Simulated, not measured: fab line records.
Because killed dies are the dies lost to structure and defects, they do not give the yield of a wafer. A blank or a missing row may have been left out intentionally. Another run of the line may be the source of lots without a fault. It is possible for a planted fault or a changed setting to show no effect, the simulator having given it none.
Split-lot study    flow n5_finfet    on a route of 1938 steps: 7 lots, 21 wafers read

== THE SPLIT ==
At N5_BEOL_M4_COAT_73 (time 60 s, resist thk 5 nm), the setting spin_rpm was moved away from the recipe's 1500 rpm on 7 of the 21 wafers read, by -10.9% to +10.9%. The other wafers ran this setting at the recipe's value.

== FROM THE SPLIT TO THE READING: what the file shows between them, 3 steps ==
- N5_BEOL_M4_COAT_05: resist thk 30 nm
- N5_BEOL_M4_EBR_07
- N5_BEOL_M4_DESCUM_16: chemistry O2, time 7 s

== THE READING ==
etch.depth_nm (the simulator's own value, which no gauge read), in nm, at N5_BEOL_M4_ETCH_74 (etches underlayer in N2/H2, target depth 6.5 nm, time 5.2 s). There is no usual value for it anywhere in the file. Across the 14 wafers here that went through the recipe, the average is 4.989 nm and the standard deviation 0.015 nm.

wafer   tool, chamber at the split  spin_rpm as run, rpm  against the recipe  etch.depth_nm, nm  against lot-mates on the recipe
L079.1  litho_track-02, 0           1500                  recipe              4.975              -
L079.4  litho_track-02, 0           1500                  recipe              4.967              -
L079.6  litho_track-02, 0           1500                  recipe              4.968              -
L080.1  litho_track-03, 0           1500                  recipe              5.011              -
L080.5  litho_track-03, 0           1500                  recipe              5.007              -
L080.6  litho_track-03, 0           1500                  recipe              5.005              -
L082.1  litho_track-01, 0           1500                  recipe              4.995              -
L082.2  litho_track-01, 0           1663                  +10.9%              4.751              -0.247
L082.6  litho_track-01, 0           1500                  recipe              5                  -
L084.2  litho_track-01, 0           1646                  +9.7%               4.781              -0.227
L084.3  litho_track-01, 0           1646                  +9.7%               4.765              -0.243
L084.4  litho_track-01, 0           1500                  recipe              5.008              -
L089.3  litho_track-02, 0           1347                  -10.2%              5.259              +0.283
L089.4  litho_track-02, 0           1500                  recipe              4.976              -
L089.5  litho_track-02, 0           1500                  recipe              4.977              -
L087.1  litho_track-02, 0           1500                  recipe              4.989              -
L087.4  litho_track-02, 0           1500                  recipe              4.991              -
L087.6  litho_track-02, 0           1337                  -10.9%              5.294              +0.304
L095.1  litho_track-02, 0           1500                  recipe              4.984              -
L095.3  litho_track-02, 0           1362                  -9.2%               5.235              +0.251
L095.6  litho_track-02, 0           1362                  -9.2%               5.233              +0.249

FIT RESULTS
A straight line over all 21 wafers: etch.depth_nm changes by -0.0247 nm for each +1% of spin_rpm; r = -0.99; the points scatter about the line by 0.018 nm.
The same after taking each lot's own level away (the mean of its wafers on the recipe; 21 wafers): -0.0257 nm for each +1%; r = -1.00; scatter 0.011 nm.
That fit puts the effect of the largest move of spin_rpm on the reading at 0.28 nm.
Measured against the standard deviation above, the lots' own levels, which go from 4.9700 to 5.0080 nm, span 2.6 times it.
So the lot-to-lot level changes the slope little: the two slopes agree.
Check: for one of the wafers moved furthest among these (+10.9%), held out of the fit, the line's prediction against its lot-mates is -0.281 nm. It came out at -0.247 nm against them.

== THESE WAFERS: OTHER SPLITS ==
Other splits were also applied to these wafers ahead of the reading. Each is held against what the fit with the lots' levels taken away leaves over:
other split on the same wafers  wafers away from the commonest value  r with etch.depth_nm (lot level and that fit taken away)
N5_BEOL_M1_COAT_68 spin_rpm     3                                     +0.24
N5_BEOL_M3_COAT_67 spin_rpm     7                                     -0.38
N5_BEOL_M3_COAT_76 spin_rpm     3                                     +0.47
N5_BEOL_M4_COAT_62 spin_rpm     4                                     +0.21

== THE WHOLE CHAIN: every reading that the file lists as answering this split, in the file's order ==
step                what it does                                                 reading                                                         change (the file's fit)                 r (the file's)
N5_BEOL_M4_ETCH_74  etches underlayer in N2/H2, target depth 6.5 nm, time 5.2 s  etch_rf_on_time_s                                               withheld for each +1% of the setting    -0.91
N5_BEOL_M4_ETCH_74  etches underlayer in N2/H2, target depth 6.5 nm, time 5.2 s  etch.depth_nm (the simulator's own value, which no gauge read)  -0.0259 nm for each +1% of the setting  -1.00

== THE FILE'S OWN FIT ==
etch.depth_nm changes by -0.0259 nm for each +1% of spin_rpm, r = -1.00.
